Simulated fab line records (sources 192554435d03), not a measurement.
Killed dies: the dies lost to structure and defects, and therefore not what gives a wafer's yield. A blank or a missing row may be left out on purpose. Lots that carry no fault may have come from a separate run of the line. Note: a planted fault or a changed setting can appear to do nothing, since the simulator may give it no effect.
Split-lot experiment | flow n5-finfet | 21 wafers read from 7 lots, route of 1938 steps

## THE SPLIT ITSELF
At N5_BEOL_M8_COAT_22 (resist thk 30 nm), the setting spin-rpm was moved away from the recipe's 1500 rpm on 8 of the 21 wafers read, by -8.1% to +7.0%. The other wafers ran this setting at the recipe's value.

Reading taken at the split's own step.

## THE READING
CAR-EUV_of_BEOL_M8_COAT_22.thk-nm (the simulator's own value, which no gauge read), in nm, at N5_BEOL_M8_COAT_22 (resist thk 30 nm). There is no usual value for it anywhere in the file. The 13 wafers here that ran the recipe average 30.0 nm, standard deviation 0.078 nm.

wafer  | tool, chamber at the split | spin-rpm as run, rpm | against the recipe | CAR-EUV_of_BEOL_M8_COAT_22.thk-nm, nm | against lot-mates on the recipe
L077.2 | litho-track-01, 0          | 1500                 | recipe             | 30                                    | -
L077.3 | litho-track-01, 0          | 1500                 | recipe             | 30                                    | -
L077.4 | litho-track-01, 0          | 1500                 | recipe             | 29.8                                  | -
L084.1 | litho-track-04, 0          | 1500                 | recipe             | 30                                    | -
L084.2 | litho-track-04, 0          | 1412                 | -5.9%              | 31                                    | +1.0
L084.4 | litho-track-04, 0          | 1412                 | -5.9%              | 30.8                                  | +0.8
L086.2 | litho-track-04, 0          | 1500                 | recipe             | 30                                    | -
L086.4 | litho-track-04, 0          | 1379                 | -8.1%              | 31.2                                  | +1.2
L086.6 | litho-track-04, 0          | 1379                 | -8.1%              | 31.2                                  | +1.2
L087.1 | litho-track-01, 0          | 1572                 | +4.8%              | 29.4                                  | -0.8
L087.2 | litho-track-01, 0          | 1572                 | +4.8%              | 29.4                                  | -0.8
L087.6 | litho-track-01, 0          | 1500                 | recipe             | 30.2                                  | -
L093.4 | litho-track-01, 0          | 1500                 | recipe             | 30                                    | -
L093.5 | litho-track-01, 0          | 1500                 | recipe             | 30                                    | -
L093.6 | litho-track-01, 0          | 1500                 | recipe             | 30                                    | -
L096.2 | litho-track-04, 0          | 1500                 | recipe             | 30                                    | -
L096.4 | litho-track-04, 0          | 1605                 | +7.0%              | 29                                    | -1.0
L096.6 | litho-track-04, 0          | 1605                 | +7.0%              | 29                                    | -1.0
L097.1 | litho-track-03, 0          | 1500                 | recipe             | 30                                    | -
L097.3 | litho-track-03, 0          | 1500                 | recipe             | 30                                    | -
L097.4 | litho-track-03, 0          | 1500                 | recipe             | 30                                    | -

FIT RESULTS
A straight line over all 21 wafers: CAR-EUV_of_BEOL_M8_COAT_22.thk-nm changes by -0.145 nm for each +1% of spin-rpm; r = -0.99; the points scatter about the line by 0.079 nm.
The same after taking each lot's own level away (the mean of its wafers on the recipe; 21 wafers): -0.15 nm for each +1%; r = -1.00; scatter 0.059 nm.
The reading moves by 1.2 nm for the largest change in spin-rpm, on that fit.
The lots' own levels span 29.93 to 30.20 nm, that is 3.4 times the standard deviation above.
The two slopes are in agreement: the lot-to-lot level therefore moves the slope only a little.
Check: for one of the wafers moved furthest among these (-8.1%), held out of the fit, the line's prediction against its lot-mates is +1.21 nm. It came out at +1.2 nm against them.

## FILE'S OWN FIT
CAR-EUV_of_BEOL_M8_COAT_22.thk-nm changes by -0.15 nm for each +1% of spin-rpm, r = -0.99.
